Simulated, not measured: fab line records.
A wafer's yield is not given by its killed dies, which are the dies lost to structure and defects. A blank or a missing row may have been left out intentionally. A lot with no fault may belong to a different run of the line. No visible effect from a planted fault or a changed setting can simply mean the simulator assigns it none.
Matching of chambers | flow n5_finfet | pecvd-04 running N5_FIN_SAQP_HM_DEP_03: 3 sister chambers
The step deposits SiNx from SiH4/NH3/N2, target thk 38 nm, time 33.6 s. 6 wafers are shown with their chamber, then 10 later ones without.

== WAFERS WITH THEIR CHAMBER ==
wafer  | chamber | throttle_valve_pct (%) | showerhead_plenum_p_Torr (Torr)
L086.1 | 2       | 36.3                   | 5.18
L086.3 | 1       | 40.9                   | 5.19
L087.4 | 0       | 37.7                   | 5.26
L087.5 | 2       | 36.3                   | 5.19
L094.3 | 1       | 41.1                   | 5.18
L094.4 | 0       | 37.5                   | 5.26

== WAFERS WHOSE CHAMBER IS MISSING ==
wafer  | throttle_valve_pct (%) | showerhead_plenum_p_Torr (Torr)
L094.5 | 41.2                   | 5.19
L096.1 | 40.9                   | 5.19
L096.2 | 37.4                   | 5.27
L096.3 | 37.6                   | 5.26
L096.4 | 41.1                   | 5.21
L096.5 | 41.1                   | 5.19
L096.6 | 37.2                   | 5.27
L097.2 | 37.6                   | 5.27
L097.3 | 41.0                   | 5.20
L097.5 | 41.1                   | 5.19

== THE CHAMBER EACH PASSED THROUGH ==
wafer  | from the rows above | in truth
L094.5 | 1                   | 1
L096.1 | 1                   | 1
L096.2 | 0                   | 0
L096.3 | 0                   | 0
L096.4 | 1                   | 1
L096.5 | 1                   | 1
L096.6 | 0                   | 0
L097.2 | 0                   | 0
L097.3 | 1                   | 1
L097.5 | 1                   | 1
10 of 10 placed correctly. Can't be placed from these rows: 0. Placed wrongly: 0.
How it was worked out, from the rows above alone: a wafer's distance from a chamber is the root of the sum, over the readings, of the square of ((its reading less the chamber's mean) divided by the reading's scatter). If the next closest chamber is less than 2 further off than the closest, the wafer can't be placed; otherwise it belongs to the closest. The mean given for a chamber averages the wafers shown for that chamber. How the scatter is found: for the shown wafers, subtract from each reading the mean of its chamber, square and add these, divide the total by (wafers less chambers), then take the root.
